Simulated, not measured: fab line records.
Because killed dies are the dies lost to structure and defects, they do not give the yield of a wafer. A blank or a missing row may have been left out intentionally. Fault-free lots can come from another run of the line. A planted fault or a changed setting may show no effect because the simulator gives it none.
Matching of chambers :: flow nand-harc :: cmp-01 running NHARC_THIN_TSV_CMP_21: 4 sister chambers
The step polishes, t overpolish 30 s, target thk 2000 nm. 4 wafers are shown with their chamber, then 8 later ones without.

WAFERS WITH THEIR CHAMBER
wafer: L502.4
chamber: 2
motor-current-A (A): 10.8

wafer: L503.2
chamber: 3
motor-current-A (A): 13.0

wafer: L503.5
chamber: 0
motor-current-A (A): 12.7

wafer: L505.1
chamber: 1
motor-current-A (A): 13.2

WAFERS MISSING THEIR CHAMBER
wafer: L505.4
motor-current-A (A): 11.5

wafer: L505.6
motor-current-A (A): 13.0

wafer: L508.3
motor-current-A (A): 12.8

wafer: L508.4
motor-current-A (A): 13.8

wafer: L508.5
motor-current-A (A): 13.1

wafer: L510.3
motor-current-A (A): 12.5

wafer: L510.4
motor-current-A (A): 13.4

wafer: L510.6
motor-current-A (A): 13.4

CHAMBER TAKEN BY EACH
wafer: L505.4
from the rows above: can't be placed: 2 or 0
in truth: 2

wafer: L505.6
from the rows above: can't be placed: 3 or 1 or 0
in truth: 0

wafer: L508.3
from the rows above: can't be placed: 0 or 3 or 1
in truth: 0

wafer: L508.4
from the rows above: can't be placed: 1 or 3 or 0
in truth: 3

wafer: L508.5
from the rows above: can't be placed: 1 or 3 or 0
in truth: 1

wafer: L510.3
from the rows above: can't be placed: 0 or 3 or 1
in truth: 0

wafer: L510.4
from the rows above: can't be placed: 1 or 3 or 0
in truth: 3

wafer: L510.6
from the rows above: can't be placed: 1 or 3 or 0
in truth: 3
0 of 8 placed correctly. Cannot be placed on the basis of these rows: 8; the candidates contain the true chamber in 8. Wrongly placed: 0.
How it was worked out, from the rows above alone: a wafer's distance from a chamber is the root of the sum, over the readings, of the square of ((its reading less the chamber's mean) divided by the reading's scatter). If the next closest chamber is less than 2 further off than the closest, the wafer can't be placed; otherwise it belongs to the closest. A chamber's mean is the mean of its shown wafers. The scatter: with one shown wafer a chamber, the root of the mean of the squares of how far each hidden wafer lies from its nearest shown one.
